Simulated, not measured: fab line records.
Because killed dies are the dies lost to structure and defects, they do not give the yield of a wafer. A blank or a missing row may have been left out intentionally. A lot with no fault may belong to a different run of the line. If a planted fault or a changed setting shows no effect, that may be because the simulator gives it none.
Split-lot trial / flow n5Finfet / 7 lots, 21 wafers read, on a route of 1938 steps

ON THE SPLIT
At N5_BEOL_M11_DESCUM_16 (chemistry O2, time 7.9 s), the setting timeS was moved away from the recipe's 7.9 s on 8 of the 21 wafers read, by -21.4% to +21.9%. The other wafers ran this setting at the recipe's value.

Split to reading: the file shows no intervening step.

THE READING
CAR-ArF_of_BEOL_M11_COAT_05.thkNm (the simulator's own value, which no gauge read), in nm, at N5_BEOL_M11_ETCH_61 (etches SiARC in CF4, target depth 39 nm, time 65 s). There is no usual value for it anywhere in the file. Average 55.4 nm, standard deviation 0.18 nm, over the 13 wafers here run with the recipe.

wafer=L074.1; tool, chamber at the split=rieDiel-03, 2; timeS as run, s=8.602; against the recipe=+8.9%; CAR-ArF_of_BEOL_M11_COAT_05.thkNm, nm=55.8; against lot-mates on the recipe=+0.0
wafer=L074.2; tool, chamber at the split=rieDiel-03, 1,3; timeS as run, s=7.9; against the recipe=recipe; CAR-ArF_of_BEOL_M11_COAT_05.thkNm, nm=55.8; against lot-mates on the recipe=-
wafer=L074.5; tool, chamber at the split=rieDiel-03, 1,3; timeS as run, s=7.9; against the recipe=recipe; CAR-ArF_of_BEOL_M11_COAT_05.thkNm, nm=55.8; against lot-mates on the recipe=-
wafer=L077.4; tool, chamber at the split=rieDiel-06, 3; timeS as run, s=8.703; against the recipe=+10.2%; CAR-ArF_of_BEOL_M11_COAT_05.thkNm, nm=55; against lot-mates on the recipe=-0.4
wafer=L077.5; tool, chamber at the split=rieDiel-06, 0; timeS as run, s=8.703; against the recipe=+10.2%; CAR-ArF_of_BEOL_M11_COAT_05.thkNm, nm=55; against lot-mates on the recipe=-0.4
wafer=L077.6; tool, chamber at the split=rieDiel-06, 1; timeS as run, s=7.9; against the recipe=recipe; CAR-ArF_of_BEOL_M11_COAT_05.thkNm, nm=55.4; against lot-mates on the recipe=-
wafer=L076.3; tool, chamber at the split=rieDiel-03, 2; timeS as run, s=7.9; against the recipe=recipe; CAR-ArF_of_BEOL_M11_COAT_05.thkNm, nm=55.4; against lot-mates on the recipe=-
wafer=L076.6; tool, chamber at the split=rieDiel-03, 1,2; timeS as run, s=7.9; against the recipe=recipe; CAR-ArF_of_BEOL_M11_COAT_05.thkNm, nm=55.4; against lot-mates on the recipe=-
wafer=L076.4; tool, chamber at the split=rieDiel-03, 1,2; timeS as run, s=7.9; against the recipe=recipe; CAR-ArF_of_BEOL_M11_COAT_05.thkNm, nm=55.2; against lot-mates on the recipe=-
wafer=L078.2; tool, chamber at the split=rieDiel-02, 3,0; timeS as run, s=9.632; against the recipe=+21.9%; CAR-ArF_of_BEOL_M11_COAT_05.thkNm, nm=54.6; against lot-mates on the recipe=-0.8
wafer=L078.6; tool, chamber at the split=rieDiel-02, 3,0; timeS as run, s=9.632; against the recipe=+21.9%; CAR-ArF_of_BEOL_M11_COAT_05.thkNm, nm=54.6; against lot-mates on the recipe=-0.8
wafer=L078.3; tool, chamber at the split=rieDiel-02, 2; timeS as run, s=7.9; against the recipe=recipe; CAR-ArF_of_BEOL_M11_COAT_05.thkNm, nm=55.4; against lot-mates on the recipe=-
wafer=L086.1; tool, chamber at the split=rieDiel-03, 1; timeS as run, s=7.9; against the recipe=recipe; CAR-ArF_of_BEOL_M11_COAT_05.thkNm, nm=55.4; against lot-mates on the recipe=-
wafer=L086.2; tool, chamber at the split=rieDiel-03, 3; timeS as run, s=6.422; against the recipe=-18.7%; CAR-ArF_of_BEOL_M11_COAT_05.thkNm, nm=56.2; against lot-mates on the recipe=+0.9
wafer=L086.3; tool, chamber at the split=rieDiel-03, 0; timeS as run, s=7.9; against the recipe=recipe; CAR-ArF_of_BEOL_M11_COAT_05.thkNm, nm=55.2; against lot-mates on the recipe=-
wafer=L087.2; tool, chamber at the split=rieDiel-03, 3,2; timeS as run, s=6.206; against the recipe=-21.4%; CAR-ArF_of_BEOL_M11_COAT_05.thkNm, nm=56.6; against lot-mates on the recipe=+1.2
wafer=L087.5; tool, chamber at the split=rieDiel-03, 3,2; timeS as run, s=6.206; against the recipe=-21.4%; CAR-ArF_of_BEOL_M11_COAT_05.thkNm, nm=56.4; against lot-mates on the recipe=+1.0
wafer=L087.6; tool, chamber at the split=rieDiel-03, 3; timeS as run, s=7.9; against the recipe=recipe; CAR-ArF_of_BEOL_M11_COAT_05.thkNm, nm=55.4; against lot-mates on the recipe=-
wafer=L091.2; tool, chamber at the split=rieDiel-02, 2,1,3; timeS as run, s=7.9; against the recipe=recipe; CAR-ArF_of_BEOL_M11_COAT_05.thkNm, nm=55.4; against lot-mates on the recipe=-
wafer=L091.3; tool, chamber at the split=rieDiel-02, 2,1,3; timeS as run, s=7.9; against the recipe=recipe; CAR-ArF_of_BEOL_M11_COAT_05.thkNm, nm=55.4; against lot-mates on the recipe=-
wafer=L091.4; tool, chamber at the split=rieDiel-02, 2,1,3; timeS as run, s=7.9; against the recipe=recipe; CAR-ArF_of_BEOL_M11_COAT_05.thkNm, nm=55.2; against lot-mates on the recipe=-
When a row names more than one chamber, that row covers several wafers, and the file does not tell which wafer ran in which chamber.

THE FIT
A straight line over all 21 wafers: CAR-ArF_of_BEOL_M11_COAT_05.thkNm changes by -0.0408 nm for each +1% of timeS; r = -0.90; the points scatter about the line by 0.23 nm.
The same after taking each lot's own level away (the mean of its wafers on the recipe; 21 wafers): -0.0429 nm for each +1%; r = -0.97; scatter 0.12 nm.
According to that fit, moving timeS by its largest amount changes the reading by 0.94 nm.
From 55.30 to 55.80 nm: that is the span of the lots' own levels, equal to 2.7 times the standard deviation above.
The two slopes agree, so the slope changes little with the lot-to-lot level.
Check: for one of the wafers moved furthest among these (+21.9%), held out of the fit, the line's prediction against its lot-mates is -0.908 nm. Against them it came out at -0.8 nm.

OTHER SPLITS ON THESE WAFERS
Note: prior to the reading, these wafers also went through further splits. Each is held against what the fit with the lots' levels taken away leaves over:
other split on the same wafers=N5_BEOL_M7_COAT_71 spinRpm; wafers away from the commonest value=10; r with CAR-ArF_of_BEOL_M11_COAT_05.thkNm (lot level and that fit taken away)=+0.23
other split on the same wafers=N5_BEOL_M8_EXPOSE_25 doseMj; wafers away from the commonest value=7; r with CAR-ArF_of_BEOL_M11_COAT_05.thkNm (lot level and that fit taken away)=+0.33
other split on the same wafers=N5_BEOL_M8_ETCH_66 biasW; wafers away from the commonest value=7; r with CAR-ArF_of_BEOL_M11_COAT_05.thkNm (lot level and that fit taken away)=+0.06

THE WHOLE CHAIN: every reading that the file lists as answering this split, in the file's order
step=N5_BEOL_M11_DESCUM_16; what it does=chemistry O2, time 7.9 s; reading=CAR-ArF_of_BEOL_M11_COAT_05.thkNm (the simulator's own value, which no gauge read); change (the file's fit)=-0.0459 nm for each +1% of the setting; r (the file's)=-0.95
step=N5_BEOL_M11_ETCH_61; what it does=etches SiARC in CF4, target depth 39 nm, time 65 s; reading=CAR-ArF_of_BEOL_M11_COAT_05.thkNm (the simulator's own value, which no gauge read); change (the file's fit)=-0.0421 nm for each +1% of the setting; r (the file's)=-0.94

FILE'S OWN FIT
CAR-ArF_of_BEOL_M11_COAT_05.thkNm changes by -0.0421 nm for each +1% of timeS, r = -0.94.
